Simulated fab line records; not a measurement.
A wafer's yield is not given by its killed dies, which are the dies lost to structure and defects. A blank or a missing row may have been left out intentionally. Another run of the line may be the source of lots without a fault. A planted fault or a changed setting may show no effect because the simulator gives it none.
fab line records | flow n5Finfet
record lots=7 wafers=21
route steps=1938 shown BEOL_M14@1753 MIM_BOT_LITHO@1858 MIM_BOT_ETCH@1866 PASSIVATION@1930
startH: hours from the record's opening day to when the first of the lot's shown wafers began | waitH: hours elapsed since this lot's preceding step | " the same as in the row above | L1.1+2: a single row standing in for several wafers | - no value, or no start given | * or withheld: withheld | < > ~ a bound
route shown NAME@n: a module of which the file shows steps, and the number in the route of the first | usual: mean/standard deviation taken from wafers without a fault | same: alike in all rows | chamber/n: place in a boat | sites: the reading at each site | _std_site: standard deviation of those values | _edge_site: the outer-site mean with the inner-site mean subtracted | radiusMm: for every site, how far away it sits from the centre of the wafer | mask NAME#n: copy n | behind: the tool/chamber that last shaped the wafer | hold: reason for holding the lot/hours on hold/outcome of the hold | device: transistor that didn't switch, given as n, p or np | end of line: the route-end tests of the same wafers | a step without rows: its recipe alone | killed: dies lost to structure and defects at the first sort, not the wafer's yield | map: dies across one wafer; x = killed, . = not, _ = none there
set.NAME: the setting the step ran with; set.NAME@STEP: the setting that earlier step ran with | model.NAME: the simulator's own value behind a step, which no gauge read
lots with deliberately changed settings; one table per step, one row per wafer
## steps
# step N5_BEOL_M14_TRENCH_ETCH_34
# recipe chemistry=C4F8/O2/Ar target=SiO2 targetDepthA=5566.5 maskMaterial=SOC heInnerTorr=15 heOuterTorr=30 timeS=126.9 ionEnergyEv=800 pressureMtorr=20 sourceW=1905 biasW=2040 Ar_flow_sccm=400 C4F8_flow_sccm=16 O2_flow_sccm=12
# columns lot.wafer tool chamber startH waitH set.timeS model.etch.depthNm
L076.2 rieDiel-04 3 260.13 0.0 126.9 561.6
L076.4 " 0 " " 126.9 571.1
L076.5 " 1 " " 119.6 525.8
L082.1 rieDiel-04 2 291.42 0.0 139.8 618
L082.2 " 1 " " 126.9 573.7
L082.3 " 3 " " 139.8 627.6
L088.4 rieDiel-02 0 318.25 0.0 126.9 539.9
L088.5 " 0 " " 126.9 537.8
L088.6 " 3 " " 126.9 550.1
L087.2 rieDiel-01 3 320.22 0.0 126.9 565.5
L087.3 " 1 " " 126.9 562.4
L087.6 " 3 " " 126.9 568.4
L086.2 rieDiel-02 1 324.63 0.0 126.9 553.1
L086.5 " 0 " " 140.6 607
L086.6 " 3 " " 140.6 613.5
L089.1 rieDiel-04 3 342.13 0.0 126.9 565.5
L089.5 " 3 " " 126.9 558.5
L089.6 " 0 " " 126.9 572
L091.3 rieDiel-01 1 344.24 0.0 126.9 563.3
L091.4 " 2 " " 126.9 558.1
L091.5 " 3 " " 138.8 613.5
# step N5_BEOL_M14_STRIP_70
# recipe chemistry=C4F8/O2/Ar resist=SiARC rfFrequencyHz=6e+07
# step N5_BEOL_M14_OCD_MEAS_35
# usual trenchDepthNm=558/9.7
# columns lot.wafer tool chamber startH waitH set.timeS@BEOL_M14_TRENCH_ETCH_34 trenchDepthNm
L076.2 ocd-01 - 260.28 0.0 126.9 562
L076.4 " - " " 126.9 571
L076.5 " - " " 119.6 526
L082.1 ocd-02 - 291.58 0.0 139.8 618
L082.2 " - " " 126.9 574
L082.3 " - " " 139.8 628
L088.4 ocd-01 - 318.41 0.0 126.9 540
L088.5 " - " " 126.9 538
L088.6 " - " " 126.9 551
L087.2 ocd-01 - 320.37 0.0 126.9 566
L087.3 " - " " 126.9 563
L087.6 " - " " 126.9 568
L086.2 ocd-01 - 324.79 0.0 126.9 554
L086.5 " - " " 140.6 607
L086.6 " - " " 140.6 614
L089.1 ocd-01 - 342.29 0.0 126.9 565
L089.5 " - " " 126.9 558
L089.6 " - " " 126.9 572
L091.3 ocd-01 - 344.40 0.0 126.9 564
L091.4 " - " " 126.9 558
L091.5 " - " " 138.8 613
# step N5_BEOL_M14_STRIP_37
# recipe chemistry=O2 powerW=600 tempC=60 pressureMtorr=30 rfFrequencyHz=6e+07 biasPowerW=0 overashFraction=0.3 o2FlowSccm=225
# step N5_BEOL_M14_ETCH_38
# recipe chemistry=CF4/N2 target=SiCN targetDepthA=1065 taperDeg=2 timeS=120.6 ionEnergyEv=150 maskMaterial=SiO2 pressureMtorr=40 sourceW=430 biasW=70 Ar_flow_sccm=100 cf4FlowSccm=60 n2FlowSccm=60
# step N5_BEOL_M14_ECD_47
# recipe material=Cu targetThkA=12480
# step N5_BEOL_M14_ANNEAL_48
# recipe tempC=225 timeS=90 ambient=N2
# step N5_BEOL_M14_CMP_49
# recipe stopOn=SiO2 tOverpolishS=5.2 downForcePsi=2 platenRpm=80 clearingPlatenDownForcePsi=2 clearingPlatenRpm=80 postCmpClean=cuAlkaline targetThkNm=560 clearingPlatenPadVelocityMS=1.5917 padVelocityMS=1.5917
# columns lot.wafer tool chamber startH waitH set.timeS@BEOL_M14_TRENCH_ETCH_34 model.Cu_of_BEOL_M14_ECD_47.thkNm
L076.4 cmp-01 3 261.89 0.3 126.9 573.8
L076.2 " 0 " " 126.9 564.2
L076.5 " 0 " " 119.6 529.6
L082.3 cmp-01 3 293.83 0.3 139.8 631.2
L082.2 " 0 " " 126.9 576.6
L082.1 " 1 " " 139.8 621.8
L087.2 cmp-03 0 324.32 0.2 126.9 567.2
L087.3 " 2 " " 126.9 564.6
L087.6 " 0 " " 126.9 571
L088.4 cmp-04 0 324.66 0.2 126.9 544.8
L088.5 " 2 " " 126.9 542.2
L088.6 " 3 " " 126.9 554.6
L086.2 cmp-03 0 327.82 0.2 126.9 556.6
L086.6 " 0 " " 140.6 617.4
L086.5 " 1 " " 140.6 611.4
L089.1 cmp-01 3 343.93 0.4 126.9 567.2
L089.5 " 0 " " 126.9 561.4
L089.6 " 1 " " 126.9 574.6
L091.3 cmp-03 3 346.72 0.2 126.9 566.4
L091.4 " 0 " " 126.9 560.8
L091.5 " 0 " " 138.8 615
# step N5_BEOL_M14_THK_MEAS_50
# recipe thkMeasGauge=xrf reads=Cu_of_BEOL_M14_ECD_47
# usual M14_THK=549/9.8
# columns lot.wafer tool chamber startH waitH set.timeS@BEOL_M14_TRENCH_ETCH_34 M14_THK[nm]
L076.2 filmMetro-02 - 262.19 - 126.9 549
L076.4 " - " " 126.9 554
L076.5 " - " " 119.6 514
L082.1 filmMetro-01 - 294.12 - 139.8 599
L082.2 " - " " 126.9 558
L082.3 " - " " 139.8 610
L087.2 filmMetro-02 - 324.61 - 126.9 555
L087.3 " - " " 126.9 550
L087.6 " - " " 126.9 555
L088.4 filmMetro-02 - 324.88 - 126.9 538
L088.5 " - " " 126.9 534
L088.6 " - " " 126.9 547
L086.2 filmMetro-01 - 328.12 - 126.9 540
L086.5 " - " " 140.6 592
L086.6 " - " " 140.6 598
L089.1 filmMetro-01 - 344.12 - 126.9 555
L089.5 " - " " 126.9 551
L089.6 " - " " 126.9 559
L091.3 filmMetro-02 - 347.01 - 126.9 564
L091.4 " - " " 126.9 557
L091.5 " - " " 138.8 613
# step N5_BEOL_M14_PRE_CLEAN_52
# recipe gas=NH3 timeS=15 tempC=withheld rfPowerW=300
# step N5_BEOL_M14_DEP_53
# recipe material=SiCN targetThkA=500 tempC=withheld precursor=3MS/NH3 pressureTorr=3 rfW=675 timeS=17.8
# step N5_BEOL_M14_RS_MEAS_54
# recipe thkMeasGauge=four-point-probe reads=Cu_of_BEOL_M14_ECD_47+Ta_of_BEOL_M14_SPUTTER_44+TaN_of_BEOL_M14_SPUTTER_43
# usual M14_RS=0.0331/0.00058
# columns lot.wafer tool chamber startH waitH set.timeS@BEOL_M14_TRENCH_ETCH_34 M14_RS[ohm/sq]
L076.2 filmMetro-01 - 262.32 0.1 126.9 0.0330
L076.4 " - " " 126.9 0.0324
L076.5 " - " " 119.6 0.0351
L082.1 filmMetro-01 - 294.25 0.0 139.8 0.0299
L082.2 " - " " 126.9 0.0322
L082.3 " - " " 139.8 0.0293
L087.2 filmMetro-01 - 324.74 0.1 126.9 0.0328
L087.3 " - " " 126.9 0.0329
L087.6 " - " " 126.9 0.0325
L088.4 filmMetro-02 - 325.01 0.0 126.9 0.0342
L088.5 " - " " 126.9 0.0343
L088.6 " - " " 126.9 0.0335
L086.2 filmMetro-02 - 328.24 0.1 126.9 0.0334
L086.5 " - " " 140.6 0.0304
L086.6 " - " " 140.6 0.0301
L089.1 filmMetro-02 - 344.27 0.1 126.9 0.0327
L089.5 " - " " 126.9 0.0332
L089.6 " - " " 126.9 0.0324
L091.3 filmMetro-01 - 347.14 0.1 126.9 0.0328
L091.4 " - " " 126.9 0.0332
L091.5 " - " " 138.8 0.0302
# step N5_MIM_BOT_LITHO_EXPOSE_05
# recipe maskId=MIM_BOT na=0.55 sourceShape=conventional sigmaOuter=0.8 polarization=unpolarized doseMj=24.25
# columns lot.wafer tool chamber startH waitH mask set.doseMj
L076.2+4 krfScanner-02 0 273.78 - MIM_BOT#0 25
L076.5 " 0 " " MIM_BOT#0 24.25
L082.1+2+3 krfScanner-01 0 307.52 - MIM_BOT#0 24.25
L087.2+3+6 krfScanner-02 0 336.66 - MIM_BOT#0 24.25
L088.4+5 krfScanner-02 0 336.73 - MIM_BOT#0 24.25
L088.6 " 0 " " MIM_BOT#0 22.99
L086.2+5+6 krfScanner-02 0 337.68 - MIM_BOT#0 24.25
L089.1+6 krfScanner-01 0 359.20 - MIM_BOT#0 24.25
L089.5 " 0 " " MIM_BOT#0 23.14
L091.3+5 krfScanner-01 0 362.85 - MIM_BOT#0 24.25
L091.4 " 0 " " MIM_BOT#0 23.14
# step N5_MIM_BOT_LITHO_PEB_06
# recipe pebTempC=withheld pebTimeS=*
# step N5_MIM_BOT_LITHO_DEVELOP_07
# recipe developTimeS=60 rinseLiquid=diw dry=airSpin devTempC=21
# step N5_MIM_BOT_LITHO_HARDBAKE_09
# recipe tempC=130 timeS=120
# step N5_MIM_BOT_LITHO_CD_MEAS_08
# recipe targetCdNm=3000 landingEnergyEv=500 detector=seInlens polarity=opening
# usual cdNm=2999.6/1.7
# columns lot.wafer tool chamber startH waitH set.doseMj@MIM_BOT_LITHO_EXPOSE_05 cdNm
L076.2 cdSem-02 0 273.95 - 25 3003.0
L076.4 " 0 " " 25 3002.5
L076.5 " 0 " " 24.25 2995.7
L082.1 cdSem-03 0 307.70 - 24.25 2999.0
L082.2 " 0 " " 24.25 2998.7
L082.3 " 0 " " 24.25 2999.1
L087.2 cdSem-03 0 336.84 - 24.25 2999.9
L087.3 " 0 " " 24.25 3002.2
L087.6 " 0 " " 24.25 3003.7
L088.4 cdSem-01 0 336.89 - 24.25 2997.5
L088.5 " 0 " " 24.25 2999.0
L088.6 " 0 " " 22.99 2988.5
L086.2 cdSem-02 0 337.85 - 24.25 2997.1
L086.5 " 0 " " 24.25 2998.4
L086.6 " 0 " " 24.25 2998.2
L089.1 cdSem-03 0 359.38 - 24.25 2999.6
L089.5 " 0 " " 23.14 2989.6
L089.6 " 0 " " 24.25 3001.5
L091.3 cdSem-03 0 363.02 - 24.25 3000.8
L091.4 " 0 " " 23.14 2994.4
L091.5 " 0 " " 24.25 2999.6
# step N5_MIM_BOT_ETCH_ETCH_04
# recipe chemistry=CF4/O2 target=SiNx targetDepthA=260 timeS=13 ionEnergyEv=100 pressureMtorr=40 sourceW=535 biasW=49 Ar_flow_sccm=100 cf4FlowSccm=100 O2_flow_sccm=10
# columns lot.wafer tool chamber startH waitH set.timeS model.etch.depthNm
L076.2 rieDiel-02 0 274.10 0.0 13 25.37
L076.4 " 2 " " 14.5 28.49
L076.5 " 0 " " 14.5 28.27
L082.1 rieDiel-04 3 308.02 0.0 13 25.99
L082.2 " 2 " " 13 25.87
L082.3 " 1 " " 13 26.26
L087.2 rieDiel-04 1 336.99 0.0 13 26.6
L087.3 " 2 " " 13 26.01
L087.6 " 0 " " 13 26.63
L088.4 rieDiel-02 2 337.08 0.0 13.86 27.37
L088.5 " 1 " " 13 25.72
L088.6 " 2 " " 13 25.64
L086.2 rieDiel-01 3 338.01 0.0 13 26.82
L086.5 " 1 " " 13 26.51
L086.6 " 0 " " 13 26.89
L089.1 rieDiel-02 0 359.53 0.0 11.71 22.58
L089.5 " 2 " " 13 25.48
L089.6 " 3 " " 11.71 23.1
L091.3 rieDiel-01 3 363.17 0.0 13 26.19
L091.4 " 0 " " 10.33 21.15
L091.5 " 3 " " 10.33 20.89
# step N5_PASSIVATION_ETCH_54
# recipe chemistry=CHF3/O2 target=SiO2 targetDepthA=8800 CHF3_flow_sccm=50 O2_flow_sccm=5 Ar_flow_sccm=200 timeS=440 maskMaterial=PR pressureMtorr=30 sourceW=650 biasW=170 ionEnergyEv=200
# columns lot.wafer tool chamber startH waitH set.timeS model.etch.depthNm model.PASSIVATION.featureDepthNm
L076.2 rieDiel-04 1 281.12 0.1 440 889.8 889.8
L076.4 " 3 " " 509 1013 1013
L076.5 " 3 " " 509 1012 1012
L082.1 rieDiel-01 1 315.85 0.1 440 877 877
L082.2+3 " 3,2 " " 503.3 1016 1016
L087.2 rieDiel-04 0 342.52 0.1 440 903.5 903.4
L087.3 " 1 " " 440 899.8 899.8
L087.6 " 0 " " 440 906.1 906.2
L088.4 rieDiel-01 0 343.45 0.1 440 882.5 882.4
L088.5 " 1 " " 440 871.8 871.8
L088.6 " 0 " " 440 885.9 885.8
L086.2 rieDiel-04 1 344.98 0.1 440 896.4 896.4
L086.5 " 0 " " 440 905.5 905.4
L086.6 " 1 " " 440 897.2 897.2
L089.1 rieDiel-01 3 365.50 0.1 384.3 774 774
L089.5 " 0 " " 440 894.9 895
L089.6 " 1 " " 440 874.7 874.8
L091.3 rieDiel-01 0 369.46 0.1 487.9 988.1 988.2
L091.4 " 1 " " 440 873 873
L091.5 " 2 " " 440 892.8 892.8
## key
split step=N5_BEOL_M14_TRENCH_ETCH_34 setting=timeS stated=126.9 by=wafer
response step=N5_BEOL_M14_TRENCH_ETCH_34 reading=model.etch.depthNm change=+5.41 per=1% r=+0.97
response step=N5_BEOL_M14_OCD_MEAS_35 reading=trenchDepthNm change=+5.4 per=1% r=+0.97
response step=N5_BEOL_M14_CMP_49 reading=model.Cu_of_BEOL_M14_ECD_47.thkNm change=+5.4 per=1% r=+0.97
response step=N5_BEOL_M14_THK_MEAS_50 reading=M14_THK change=+5.24 per=1% r=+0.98
response step=N5_BEOL_M14_RS_MEAS_54 reading=M14_RS change=-0.0003 per=1% r=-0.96
split step=N5_MIM_BOT_LITHO_EXPOSE_05 setting=doseMj stated=24.25 by=wafer
response step=N5_MIM_BOT_LITHO_CD_MEAS_08 reading=cdNm change=+1.9 per=1% r=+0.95
split step=N5_MIM_BOT_ETCH_ETCH_04 setting=timeS stated=13 by=wafer
response step=N5_MIM_BOT_ETCH_ETCH_04 reading=model.etch.depthNm change=+0.256 per=1% r=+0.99
split step=N5_PASSIVATION_ETCH_54 setting=timeS stated=440 by=wafer
response step=N5_PASSIVATION_ETCH_54 reading=model.etch.depthNm change=+8.84 per=1% r=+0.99
response step=N5_PASSIVATION_ETCH_54 reading=model.PASSIVATION.featureDepthNm change=+8.85 per=1% r=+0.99
